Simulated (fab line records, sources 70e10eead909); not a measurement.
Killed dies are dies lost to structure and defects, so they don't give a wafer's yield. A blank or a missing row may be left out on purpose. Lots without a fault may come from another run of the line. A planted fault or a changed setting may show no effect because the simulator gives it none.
fab line records | flow nand_harc
record lots=13 wafers=39 last_day=34
route steps=1302 shown A_CONTACT@1078 END@1302
lots that met no fault: from a run of the same line without faults
start_h: hours from the record's first day to the start of the lot's first wafer shown | wait_h: hours since the lot's step before | " the same as in the row above | L1.1+2: a row that stands for several wafers | - no value, or no start given | * or withheld: withheld | < > ~ a bound
route shown NAME@n: a module of which the file shows steps, and the number in the route of the first | usual: mean/standard deviation of fault-free wafers | same: alike in all rows | chamber/n: place in a boat | sites: the reading at each site | _std_site: their standard deviation | _edge_site: outer sites' mean less inner sites' | radius_mm: how far each site lies from the wafer's centre | mask NAME#n: copy n | behind: the tool/chamber that last shaped the wafer | hold: why the lot was held/for how many hours/how that ended | device: the transistor (n, p or np) that didn't switch | end of line: the same wafers' tests at the end of the route | a step without rows: its recipe alone | killed: dies lost to structure and defects at the first sort, not the wafer's yield | map: a wafer's dies, x killed, . not, _ none there
set.NAME: the setting as run; set.NAME@STEP: as run at that earlier step | model.NAME: the simulator's own value behind a step, which no gauge read
steps of the route over a sample of lots; a table a step, a row a wafer
services: from which hour (start_h, from the record's first day; less than 0 if before it) a tool's chamber was out of use, for how many hours, and why
## steps
# step NHARC_A_CONTACT_CD_MEAS_08
# recipe target_cd_nm=200 landing_energy_ev=500
# usual cd_nm=200.4/0.48
# columns lot.wafer tool chamber start_h wait_h cd_nm
L777.1 cd_sem-03 0 521.99 - 200.5
L777.3 " 0 " " 201.7
L777.5 " 0 " " 200.9
L781.3 cd_sem-01 0 541.62 - 200.7
L781.4 " 0 " " 200.4
L781.6 " 0 " " 200.2
L780.3 cd_sem-01 0 549.66 - 200.9
L780.5 " 0 " " 200.8
L780.6 " 0 " " 200.3
L783.2 cd_sem-01 0 573.41 - 199.6
L783.4 " 0 " " 200.8
L783.6 " 0 " " 200.4
L784.3 cd_sem-02 0 580.57 - 200.7
L784.4 " 0 " " 200.7
L784.5 " 0 " " 200.7
L786.1 cd_sem-01 0 597.40 - 200.7
L786.2 " 0 " " 199.9
L786.3 " 0 " " 201.1
L791.3 cd_sem-02 0 654.46 - 200.6
L791.4 " 0 " " 200.0
L791.6 " 0 " " 199.9
L792.3 cd_sem-03 0 662.20 - 200.3
L792.4 " 0 " " 200.3
L792.5 " 0 " " 200.6
L793.2 cd_sem-01 0 683.41 - 200.5
L793.3 " 0 " " 199.9
L793.6 " 0 " " 200.3
L794.1 cd_sem-02 0 683.57 - 199.8
L794.4 " 0 " " 200.2
L794.6 " 0 " " 200.3
L795.3 cd_sem-02 0 690.72 - 199.7
L795.4 " 0 " " 199.6
L795.5 " 0 " " 200.8
L796.2 cd_sem-02 0 692.46 - 201.1
L796.3 " 0 " " 201.0
L796.4 " 0 " " 201.3
L800.1 cd_sem-02 0 751.97 - 200.7
L800.3 " 0 " " 201.0
L800.5 " 0 " " 200.1
# step NHARC_A_CONTACT_ETCH_139
# recipe source_w=withheld pressure_mtorr=20 bias_v=400 time_s=195 target_depth_a=8400 ar_flow_sccm=withheld c4f8_flow_sccm=11.5 o2_flow_sccm=7.2 chemistry=C4F8/O2/Ar
# columns lot.wafer tool chamber start_h wait_h rf_hours_counter_h
L777.1 har_cap_etch-03 0 524.66 0.2 52
L777.3 " 0 " " -
L777.5 " 0 " " -
L781.4 har_cap_etch-01 1 544.32 0.2 -
L781.3 " 0 " " -
L781.6 " 1 " " -
L780.3 har_cap_etch-02 0 553.04 0.3 -
L780.5 " 1 " " -
L780.6 " 0 " " -
L783.2 har_cap_etch-02 0 576.07 0.2 97
L783.4 " 1 " " -
L783.6 " 1 " " -
L784.3 har_cap_etch-01 1 583.25 0.2 -
L784.4 " 0 " " -
L784.5 " 0 " " -
L786.1 har_cap_etch-02 1 600.00 0.2 102
L786.2 " 0 " " 102
L786.3 " 1 " " -
L791.4 har_cap_etch-01 0 657.16 0.2 -
L791.3 " 1 " " -
L791.6 " 1 " " -
L792.3 har_cap_etch-02 0 665.32 0.3 -
L792.4 " 1 " " -
L792.5 " 0 " " -
L793.2 har_cap_etch-01 1 686.04 0.2 34
L793.3 " 1 " " -
L793.6 " 1 " " -
L794.1 har_cap_etch-02 0 687.03 0.2 117
L794.4 " 0 " " -
L794.6 " 0 " " -
L795.4 har_cap_etch-01 0 693.56 0.2 -
L795.3 " 1 " " -
L795.5 " 0 " " -
L796.2 har_cap_etch-02 1 695.05 0.2 119
L796.3 " 1 " " -
L796.4 " 0 " " -
L800.1 har_cap_etch-02 1 754.84 0.2 126
L800.3 " 0 " " -
L800.5 " 1 " " -
# step NHARC_A_CONTACT_CVD_19
# recipe target_thk_a=3000 temp_c=300 pressure_torr=40 wf6_flow_sccm=40 h2_flow_sccm=1600 ar_flow_sccm=1560 time_s=802 material=W
# usual chamber_pressure_Torr=40.00/0.09 heater_power_outer_w=252/23 heater_power_w=449/42 throttle_valve_pct=7.7/0.31
# columns lot.wafer tool chamber start_h wait_h chamber_pressure_Torr heater_power_outer_w heater_power_w throttle_valve_pct
L777.1 cvd_w-01 0 527.22 - 39.98 260 490 7.7
L777.3 " 0 " " 40.09 269 481 7.3
L777.5 " 1 " " 40.07 238 407 7.7
L781.3 cvd_w-01 1 546.59 - 39.89 236 412 8.1
L781.4 " 0 " " 40.08 267 471 7.2
L781.6 " 1 " " 39.87 235 423 8.0
L780.3 cvd_w-02 0 556.14 - - - - -
L780.5 " 0 " " - - - -
L780.6 " 1 " " - - - -
L783.2 cvd_w-02 1 577.99 - - - - -
L783.4 " 1 " " - - - -
L783.6 " 1 " " - - - -
L784.4 cvd_w-01 0 585.33 - - - - -
L784.3 " 1 " " - - - -
L784.5 " 1 " " - - - -
L786.1 cvd_w-01 1 601.91 - 40.09 240 430 7.9
L786.2 " 0 " " 39.94 275 487 7.2
L786.3 " 1 " " 40.14 238 406 7.8
L791.4 cvd_w-02 1 659.32 - 39.95 213 388 8.1
L791.3 " 0 " " 39.99 275 508 7.8
L791.6 " 0 " " 39.96 273 515 7.7
L792.3 cvd_w-01 1 667.74 - 40.12 243 414 7.9
L792.4 " 0 " " 40.05 276 498 7.2
L792.5 " 1 " " 40.02 236 420 7.9
L793.2 cvd_w-01 1 688.04 - 40.05 245 428 7.9
L793.3 " 1 " " 39.99 248 413 7.9
L793.6 " 0 " " 40.16 276 486 7.4
L794.1 cvd_w-02 0 688.90 - 39.90 276 515 7.8
L794.4 " 1 " " 40.04 213 391 8.2
L794.6 " 1 " " 39.92 216 391 8.0
L795.4 cvd_w-01 1 695.63 - 40.04 241 416 8.1
L795.3 " 0 " " 39.94 277 490 7.6
L795.5 " 1 " " 40.07 240 418 8.0
L796.2 cvd_w-02 1 697.23 - 40.10 206 389 8.2
L796.3 " 0 " " 39.96 287 511 7.6
L796.4 " 1 " " 40.09 212 382 7.9
L800.1 cvd_w-01 0 757.37 - 39.94 245 433 7.3
L800.3 " 0 " " 39.82 247 439 7.3
L800.5 " 0 " " 39.94 248 453 7.1
# step NHARC_A_CONTACT_CMP_20
# recipe t_overpolish_s=30 target_thk_nm=300
# usual motor_current_A=11.9/1.2 overpolish_run_s=30.000/0.0096 slurry_flow_ml_min=150.0/0.44 time_to_endpoint_s=59/3.3
# columns lot.wafer tool chamber start_h wait_h motor_current_A overpolish_run_s slurry_flow_ml_min time_to_endpoint_s
L777.3 cmp-04 1 528.01 0.4 9.8 30.000 150.1 58
L777.1 " 3 " " 12.0 30.007 149.5 61
L777.5 " 1 " " 10.0 30.010 150.1 56
L781.3 cmp-02 2 547.28 0.6 13.0 30.012 150.0 68
L781.4 " 3 " " 10.9 29.981 149.7 61
L781.6 " 0 " " 12.0 29.998 149.9 61
L780.3 cmp-02 1 556.88 0.6 11.5 30.021 149.9 0
L780.5 " 2 " " 12.9 30.012 150.0 2
L780.6 " 3 " " 10.9 29.979 149.4 0
L783.4 cmp-02 0 578.91 0.5 12.4 30.005 149.8 0
L783.2 " 1 " " 12.2 30.009 149.4 0
L783.6 " 3 " " 10.8 30.011 150.2 0
L784.4 cmp-02 2 586.01 0.6 13.4 30.004 149.6 1
L784.3 " 3 " " 10.2 29.991 149.5 0
L784.5 " 0 " " 12.7 30.015 150.2 0
L786.2 cmp-02 2 602.82 0.7 13.4 30.004 150.2 60
L786.3 " 0 " " 12.3 30.002 149.1 55
L786.1 " 1 " " 11.4 29.997 150.2 56
L791.4 cmp-04 0 660.01 0.6 11.6 29.994 150.4 58
L791.3 " 1 " " 9.7 30.005 150.0 57
L791.6 " 2 " " 13.6 29.995 149.4 56
L792.3 cmp-01 0 668.37 0.5 11.1 30.000 149.9 66
L792.4 " 1 " " 14.5 29.988 149.6 60
L792.5 " 1 " " 14.2 29.999 149.6 59
L793.3 cmp-02 1 688.80 0.4 11.3 29.997 150.2 57
L793.2 " 2 " " 12.5 29.996 150.2 62
L793.6 " 1 " " 12.2 29.991 151.0 61
L794.4 cmp-02 2 689.82 0.4 12.9 30.001 149.7 58
L794.1 " 0 " " 12.2 29.987 150.8 57
L794.6 " 1 " " 11.4 29.997 149.3 57
L795.3 cmp-04 1 696.27 0.4 10.3 29.994 150.0 56
L795.4 " 2 " " 12.7 30.004 150.8 57
L795.5 " 2 " " 12.3 30.000 150.7 53
L796.4 cmp-01 1 698.01 0.4 14.3 29.980 150.8 52
L796.3 " 2 " " 10.9 29.993 150.2 56
L796.2 " 3 " " 11.5 30.009 150.5 59
L800.3 cmp-04 1 758.16 0.4 9.8 30.012 149.9 58
L800.1 " 2 " " 12.8 29.981 149.6 56
L800.5 " 1 " " 9.6 30.005 150.4 62
# step NHARC_A_CONTACT_INSPECT_23
# usual raw_defect_count=490/120
# columns lot.wafer tool chamber start_h wait_h raw_defect_count
L777.1 defect_inspect-02 - 528.39 0.1 361
L777.3 " - " " 336
L777.5 " - " " 327
L781.3 defect_inspect-02 - 547.64 0.1 402
L781.4 " - " " 383
L781.6 " - " " 576
L780.3 defect_inspect-02 - 557.21 0.1 361
L780.5 " - " " 446
L780.6 " - " " 419
L783.2 defect_inspect-02 - 579.29 0.1 660
L783.4 " - " " 494
L783.6 " - " " 371
L784.3 defect_inspect-02 - 586.37 0.1 397
L784.4 " - " " 430
L784.5 " - " " 475
L786.1 defect_inspect-01 - 603.22 0.1 402
L786.2 " - " " 528
L786.3 " - " " 491
L791.3 defect_inspect-02 - 660.39 0.1 758
L791.4 " - " " 671
L791.6 " - " " 572
L792.3 defect_inspect-01 - 668.77 0.1 445
L792.4 " - " " 601
L792.5 " - " " 411
L793.2 defect_inspect-02 - 689.20 0.1 566
L793.3 " - " " 569
L793.6 " - " " 488
L794.1 defect_inspect-01 - 690.20 0.1 456
L794.4 " - " " 494
L794.6 " - " " 514
L795.3 defect_inspect-02 - 696.67 0.1 708
L795.4 " - " " 427
L795.5 " - " " 367
L796.2 defect_inspect-01 - 698.39 0.1 741
L796.3 " - " " 749
L796.4 " - " " 667
L800.1 defect_inspect-01 - 758.53 0.1 531
L800.3 " - " " 586
L800.5 " - " " 470
# step NHARC_END_SORT_01
# recipe temp_c=25
# usual killed_at_array=56/19 killed_at_other=1.0/1.3 killed_at_periphery=3.8/2.2 killed_dies=61/19 killed_open=3.1/1.9 killed_short=2.3/1.5
# same gross_dies=677
# columns lot.wafer tool chamber start_h wait_h killed_at_array killed_at_other killed_at_periphery killed_dies killed_open killed_short
L780.3 prober-02 0 602.71 3.1 672 0 5 677 4 1
L780.5 prober-02 0 604.30 3.7 675 0 2 677 2 3
L780.6 prober-02 0 605.09 4.0 671 0 6 677 2 1
L784.3 prober-02 0 634.41 3.1 672 0 5 677 2 2
L784.4 prober-02 0 635.21 3.4 671 0 6 677 0 4
L784.5 prober-02 0 636.01 3.7 669 1 7 677 2 2
# killed by level:class
L780.3 A_CONTACT:area_cvd=615 A_SLIT:chamber_film_flake=30 A_CHANNEL_HOLE_D2:chamber_film_flake=10 A_CONTACT:chamber_film_flake=10 P_GATE:chamber_film_flake=4 A_CHANNEL_HOLE_D1:geometric_particle:open=1 A_CHANNEL_FILL_D2:geometric_particle:open=1 A_WL_FILL:geometric_particle:short=1
L780.5 A_CONTACT:area_cvd=632 A_SLIT:chamber_film_flake=21 A_CHANNEL_HOLE_D2:chamber_film_flake=10 A_CONTACT:chamber_film_flake=3 P_GATE:chamber_film_flake=2 A_CHANNEL_HOLE_D1:chamber_film_flake=2 A_ONON_D1:geometric_particle:open=1 A_ONON_D1:geometric_particle:short=1
L780.6 A_CONTACT:area_cvd=626 A_SLIT:chamber_film_flake=22 A_CHANNEL_HOLE_D1:chamber_film_flake=5 A_CHANNEL_HOLE_D2:chamber_film_flake=5 A_CONTACT:chamber_film_flake=5 P_CONTACT:chamber_film_flake=2 P_M1:chamber_film_flake=2 A_STAIRCASE:chamber_film_flake=2
L784.3 A_CONTACT:area_cvd=596 A_SLIT:chamber_film_flake=28 A_CHANNEL_HOLE_D2:chamber_film_flake=26 A_CHANNEL_HOLE_D1:chamber_film_flake=6 P_M0:chamber_film_flake=4 A_CONTACT:chamber_film_flake=3 A_WL_FILL:chamber_film_flake=3 A_CHANNEL_FILL_D1:chamber_film_flake=2
L784.4 A_CONTACT:area_cvd=592 A_CHANNEL_HOLE_D2:chamber_film_flake=30 A_SLIT:chamber_film_flake=23 P_M0:chamber_film_flake=5 A_WL_FILL:chamber_film_flake=5 A_CHANNEL_HOLE_D1:chamber_film_flake=4 A_CHANNEL_FILL_D2:chamber_film_flake=4 A_M1:chamber_film_flake=4
L784.5 A_CONTACT:area_cvd=590 A_CHANNEL_HOLE_D2:chamber_film_flake=30 A_SLIT:chamber_film_flake=26 A_CONTACT:chamber_film_flake=8 A_CHANNEL_HOLE_D1:chamber_film_flake=7 P_M0:chamber_film_flake=4 A_M1:chamber_film_flake=3 A_WL_FILL:chamber_film_flake=2
## services
# columns tool chamber start_h hours kind
cmp-04 - 503.00 4.0 pm
har_cap_etch-01 - 504.50 0.9 repair
cmp-04 - 515.78 0.2 repair
cmp-02 - 526.63 4.0 pm
har_cap_etch-02 - 535.22 0.4 repair
cvd_w-01 1 535.56 2.7 repair
cvd_w-02 0 536.92 12.9 repair
cvd_w-01 - 547.08 13.0 pm
cmp-04 - 555.90 2.0 repair
cmp-04 - 563.52 1.5 repair
cmp-04 - 601.00 4.0 pm
cmp-04 - 614.86 6.8 repair
cmp-02 - 624.63 4.0 pm
cvd_w-02 - 631.00 13.0 pm
cvd_w-01 0 633.03 17.1 repair
cvd_w-01 1 651.74 13.6 repair
cvd_w-01 - 679.20 1.2 repair
cmp-04 - 684.52 1.2 repair
cmp-04 - 699.00 4.0 pm
cmp-02 - 703.37 0.6 repair
cmp-02 - 709.82 1.1 repair
cmp-02 - 722.63 4.0 pm
cvd_w-01 - 728.08 13.0 pm
har_cap_etch-02 - 755.11 17.0 pm
## key
first_sign step=NHARC_A_CONTACT_CVD_19 reading=tool_record direction=missing
effect step=NHARC_A_CONTACT_CMP_20 reading=time_to_endpoint_s direction=down sigmas=18 usual=* struck=*
effect step=NHARC_END_SORT_01 reading=killed_at_array direction=up sigmas=33 usual=56 struck=672
more_kills_born_at NHARC_A_CONTACT_CVD_19@cvd_w-02=1873 NHARC_A_CONTACT_CVD_19@cvd_w-01=1778
met_at NHARC_A_CONTACT_CVD_19
struck_lots L780,L783,L784
later_rows_left_out L780.3,L780.5,L780.6,L783.2,L783.4,L783.6,L784.3,L784.4,L784.5
sort_left_out L783.2,L783.4,L783.6
tester_left_out L780,L783,L784
not_acting_at NHARC_A_CONTACT_CD_MEAS_08,NHARC_A_CONTACT_ETCH_139,NHARC_A_CONTACT_INSPECT_23
onset_between 546.59 556.14
fault kind=skipped_step_whole tool=cvd_w-01,cvd_w-02 chamber=- onset_h=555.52 steps=NHARC_A_CONTACT_CVD_19 scope=struck_lots_only
# tester_left_out: of these lots the tester's yield and bins aren't shown, on N5 and GAA mostly nor the transistor test; their killed dies are dies lost to structure and defects alone, not to doping, threshold or leakage, so they don't give the yield
# sort_left_out: the simulated sort isn't trusted on such a fault, so these wafers' sort isn't shown, and their yield isn't known
# later_rows_left_out: the simulator's readings of these wafers behind a module that went badly wrong aren't trusted and aren't shown, but for the sort
